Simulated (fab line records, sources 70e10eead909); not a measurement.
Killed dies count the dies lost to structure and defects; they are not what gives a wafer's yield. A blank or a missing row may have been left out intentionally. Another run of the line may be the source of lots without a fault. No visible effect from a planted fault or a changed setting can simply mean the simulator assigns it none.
Matching of chambers -- flow nandHarc -- NHARC_P_ZERO_WELL_ETCH_63 on rieSi-02: 4 sister chambers
The step etches the open film in HBr/Cl2, target depth 120 nm, time 40.1 s. 7 wafers are shown with their chamber, then 8 later ones without.

## WAFERS, EACH WITH ITS CHAMBER
wafer,chamber,drypumpMotorCurrentA (A),oesProductAu (a.u.)
L083.3,1,5.1,0.994
L084.5,0,5.5,0.984
L090.2,1,5.1,0.991
L091.3,3,5.6,0.997
L091.4,2,5.8,1.014
L091.5,3,5.6,0.994
L094.1,2,5.7,1.014

## WAFERS MISSING THEIR CHAMBER
wafer,drypumpMotorCurrentA (A),oesProductAu (a.u.)
L094.2,5.5,0.991
L094.5,5.6,1.002
L096.2,5.1,1.004
L096.3,5.6,0.991
L096.4,5.7,1.001
L097.2,5.5,0.994
L097.3,5.5,0.978
L097.6,5.1,0.997

## WHICH CHAMBER EACH ONE RAN IN
wafer,from the rows above,in truth
L094.2,can't be placed: 3 or 0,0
L094.5,3,3
L096.2,1,1
L096.3,3,3
L096.4,3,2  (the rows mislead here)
L097.2,3,3
L097.3,0,0
L097.6,1,1
Placed correctly: 6 of 8. Unplaceable from these rows: 1, with the true chamber sitting among the candidates in 1. Wrongly placed: 1.
How it was worked out, from the rows above alone: a wafer's distance from a chamber is the root of the sum, over the readings, of the square of ((its reading less the chamber's mean) divided by the reading's scatter). The wafer belongs to the nearest chamber; if the next one is less than 2 further off, it can't be placed. The mean given for a chamber averages the wafers shown for that chamber. How the scatter is found: for the shown wafers, subtract from each reading the mean of its chamber, square and add these, divide the total by (wafers less chambers), then take the root.
